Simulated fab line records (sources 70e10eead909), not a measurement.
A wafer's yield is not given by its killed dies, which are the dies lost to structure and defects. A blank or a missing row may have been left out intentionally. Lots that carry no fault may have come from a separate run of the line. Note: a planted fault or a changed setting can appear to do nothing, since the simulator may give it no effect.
A lot that was struck, set against a sound lot | flow nand-harc | 42 steps out of a route of 1159
Sound: wafers L176.3, L176.5, L176.6. Struck: wafers L184.1, L184.3. (L184.5 of the same lot was not struck and is left out.) The cause comes at the end.
Each step with rows lists, per side, the tool, then ch with its chambers, then its first start. Under that, the readings that differ: sound wafers | struck wafers | difference of the means | sigmas: that difference in standard deviations of wafers without a fault.
alike: readings whose means differ by less than 2 such deviations, and words and numbers that are the same on both sides. not compared: withheld readings, readings that some wafer has no value for, bounds like >300 that may hide the same value, and numbers for which the record gives no deviation and whose values overlap.
Wherever a step has rows on one side only, a row that says differs or no value, or a row with sigmas, the two part there. Non-overlapping numbers with no deviation appear without sigmas and do not part them. Lack of a reading on every wafer of one side parts them only where that side has two or more wafers.

NHARC_A_CONTACT_DESCUM_47: chemistry O2, time 3 s.
  sound on rie-diel-06 ch 0,1,2, day 18 02:48; struck on rie-diel-03 ch 1,2, day 20 00:10
  alike: chamber-pressure-mTorr, drypump-motor-current-A, o2-flow-sccm, oes-product-au, rf-vpp-V, showerhead-plenum-p-Torr, throttle-valve-pct
  not compared: rf-hours-counter-h
then, 1 step without rows for these wafers: NHARC_A_CONTACT_ETCH_48 (etches the open film in CF4, target depth 39 nm, time 65 s).
NHARC_A_CONTACT_ETCH_49: etches the open film in N2/H2, target depth 260 nm, time 475.3 s.
  sound on rie-diel-06 ch 0,3; struck on rie-diel-03 ch 2,3
  reading                | sound                | struck        | difference | sigmas
  throttle-valve-pct (%) | 14.208 14.173 14.178 | 14.149 14.166 | -0.029     | -3
  alike: bias-w, chamber-pressure-mTorr, drypump-motor-current-A, oes-product-au, rf-vpp-V, showerhead-plenum-p-Torr
  not compared: rf-hours-counter-h
then, 1 step without rows for these wafers: NHARC_A_CONTACT_ETCH_50 (etches the open film in CF4/CHF3, target depth 84.7 nm, time 42.4 s).
NHARC_A_CONTACT_ETCH_51: etches the open film in O2/COS, target depth 3600 nm, time 936 s.
  sound on rie-diel-06 ch 0,1; struck on rie-diel-03 ch 1,2
  reading                | sound                | struck        | difference | sigmas
  throttle-valve-pct (%) | 28.309 28.328 28.327 | 28.343 28.342 | +0.021     | +2
  alike: bias-w, chamber-pressure-mTorr, drypump-motor-current-A, o2-flow-sccm, oes-product-au, rf-vpp-V, showerhead-plenum-p-Torr
  not compared: rf-hours-counter-h
then, 4 steps without rows for these wafers: NHARC_A_CONTACT_ETCH_111 (etches the open film in C4F8/O2/Ar, time 140 s, target depth 700 nm); NHARC_A_CONTACT_ETCH_112 (etches the open film in C4F8/O2/Ar, time 94 s, target depth 922 nm); NHARC_A_CONTACT_ETCH_113 (etches the open film in C4F8/O2/Ar, time 94 s, target depth 922 nm); NHARC_A_CONTACT_ETCH_114 (etches the open film in C4F8/O2/Ar, time 94 s, target depth 922 nm).
NHARC_A_CONTACT_ETCH_115: etches the open film in C4F8/O2/Ar, time 94 s, target depth 922 nm.
  sound on har-cap-etch-02 ch 0,1, day 18 04:35; struck on har-cap-etch-01 ch 0, day 20 01:58
  alike: chamber-pressure-mTorr
  not compared: rf-hours-counter-h
then, 2 steps without rows for these wafers: NHARC_A_CONTACT_ETCH_116 (etches the open film in C4F8/O2/Ar, time 94 s, target depth 922 nm); NHARC_A_CONTACT_ETCH_117 (etches the open film in C4F8/O2/Ar, time 94 s, target depth 922 nm).
NHARC_A_CONTACT_ETCH_118: etches the open film in C4F8/O2/Ar, time 94 s, target depth 922 nm.
  sound on har-cap-etch-02 ch 0,1, day 18 04:52; struck on har-cap-etch-01 ch 0, day 20 02:14
  alike: chamber-pressure-mTorr
  not compared: rf-hours-counter-h
then, 4 steps without rows for these wafers: NHARC_A_CONTACT_ETCH_119 (etches the open film in C4F8/O2/Ar, time 94 s, target depth 922 nm); NHARC_A_CONTACT_ETCH_120 (etches the open film in C4F8/O2/Ar, time 94 s, target depth 922 nm); NHARC_A_CONTACT_ETCH_121 (etches the open film in C4F8/O2/Ar, time 94 s, target depth 922 nm); NHARC_A_CONTACT_ETCH_122 (etches the open film in C4F8/O2/Ar, time 95 s, target depth 930 nm).
NHARC_A_CONTACT_ETCH_123: etches the open film in C4F8/O2/Ar, time 253 s, target depth 1090 nm.
  sound on har-cap-etch-02 ch 0,1, day 18 05:23; struck on har-cap-etch-01 ch 0, day 20 02:41
  alike: chamber-pressure-mTorr
  not compared: rf-hours-counter-h
then, 2 steps without rows for these wafers: NHARC_A_CONTACT_ETCH_90 (etches the open film in CH3F/O2, target depth 40 nm, time 85.7 s); NHARC_A_CONTACT_ETCH_96 (etches the open film in C4F6/O2, target depth 20 nm, time 10 s).
NHARC_A_CONTACT_CD_MEAS_53:
  sound on cd-sem-03, day 18 06:06; struck on cd-sem-03, day 20 03:34
  alike: cd-nm
then, 18 steps without rows for these wafers: NHARC_A_CONTACT_STRIP_99 (strips in N2/H2); NHARC_A_CONTACT_STRIP_100 (strips in CF4/CHF3); NHARC_A_CONTACT_STRIP_101 (strips in O2/COS); NHARC_A_CONTACT_ETCH_102 (etches the open film in CF4/O2, target depth 70 nm, overetch 7 nm, time 38.5 s); NHARC_A_CONTACT_STRIP_55 (strips in O2); NHARC_A_CONTACT_STRIP_56 (strips in post etch residue remover, time 600 s); NHARC_A_CONTACT_DEP_57 (deposits aC, target thk 2800 nm); NHARC_A_CONTACT_DEP_58 (deposits SiON, target thk 60 nm); NHARC_A_CONTACT_DEHYDRATE_59 (time 120 s); NHARC_A_CONTACT_HMDS_60 (time 30 s); NHARC_A_CONTACT_COAT_61 (time 75 s); NHARC_A_CONTACT_COAT_62 (time 65 s); NHARC_A_CONTACT_COAT_63 (resist thk 90 nm); NHARC_A_CONTACT_SOFTBAKE_64 (time 55 s); NHARC_A_CONTACT_EBR_65; NHARC_A_CONTACT_EXPOSE_66 (exposes mask A CC 2); NHARC_A_CONTACT_PEB_67 (peb time 65 s); NHARC_A_CONTACT_DEVELOP_68 (develop time 35 s).
NHARC_A_CONTACT_CD_MEAS_69 targets a cd of 200 nm.
  sound on cd-sem-02 ch 0, day 18 09:35; struck on cd-sem-01 ch 0, day 20 07:07
  alike: cd-nm
NHARC_A_CONTACT_OVL_MEAS_70:
  sound on overlay-01, day 18 09:40; struck on overlay-02, day 20 07:12
  alike: overlay-x-nm, overlay-y-nm
-- break in the record here, with 3 days between the starts of the struck wafers on either side (left off in module A_CONTACT, picked up again in module END, where the first step shown is number 1159 on the route) --
NHARC_END_SORT_01:
  sound on prober-02 ch 0, day 21 22:58; struck on prober-02 ch 0, day 22 23:32
  reading         | sound    | struck  | difference | sigmas
  killed-at-array | 21 22 21 | 115 115 | +94        | +9
  killed-dies     | 23 22 21 | 119 118 | +96        | +10
  alike: killed-at-other, killed-at-periphery, killed-open, killed-short

== WHERE THEY PART ==
At NHARC_A_CONTACT_ETCH_49 first; at NHARC_END_SORT_01 last (within this record only).

WHY: the cause the simulator had injected
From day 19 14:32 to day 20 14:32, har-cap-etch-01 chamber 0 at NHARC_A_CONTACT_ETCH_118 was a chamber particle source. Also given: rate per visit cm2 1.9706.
